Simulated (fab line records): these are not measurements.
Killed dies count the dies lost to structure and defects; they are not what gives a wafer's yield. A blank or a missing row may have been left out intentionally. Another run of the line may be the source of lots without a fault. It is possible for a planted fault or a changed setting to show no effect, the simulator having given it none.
Chamber matching	flow nand_harc	NHARC_A_CHANNEL_FILL_D1_ALD_16 on ald_hk-02 has 4 sister chambers
The step deposits SiO2, target thk 1.5 nm, pulse time 10 s, ald cycles 15. 8 wafers are shown with their chamber, then 9 later ones without.

## EACH WAFER AND ITS CHAMBER
wafer	chamber	heater_power_w (W)	precursor_pulse_height_rel
L077.5	1	491	0.982
L081.2	3	433	0.985
L081.6	0	485	1.000
L088.2	3	441	1.000
L088.6	0	496	1.019
L090.4	2	556	0.983
L090.5	2	527	1.004
L090.6	1	471	1.007

## WAFERS WHOSE CHAMBER IS MISSING
wafer	heater_power_w (W)	precursor_pulse_height_rel
L092.4	474	0.998
L092.5	486	1.005
L092.6	528	0.986
L095.1	482	1.004
L095.2	481	0.988
L095.4	531	1.016
L096.3	544	0.986
L096.4	425	0.976
L096.6	477	1.017

## EACH ONE'S CHAMBER
wafer	from the rows above	in truth
L092.4	can't be placed: 1 or 0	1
L092.5	can't be placed: 0 or 1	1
L092.6	2	2
L095.1	can't be placed: 1 or 0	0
L095.2	can't be placed: 1 or 0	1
L095.4	can't be placed: 2 or 0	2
L096.3	2	2
L096.4	3	3
L096.6	can't be placed: 0 or 1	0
3 of 9 placed correctly. From these rows, 6 cannot be placed; in 6 the true chamber is one of the candidates. Number placed wrongly: 0.
How it was worked out, from the rows above alone: a wafer's distance from a chamber is the root of the sum, over the readings, of the square of ((its reading less the chamber's mean) divided by the reading's scatter). If the next closest chamber is less than 2 further off than the closest, the wafer can't be placed; otherwise it belongs to the closest. A chamber's mean is the mean of its shown wafers. How the scatter is found: for the shown wafers, subtract from each reading the mean of its chamber, square and add these, divide the total by (wafers less chambers), then take the root.
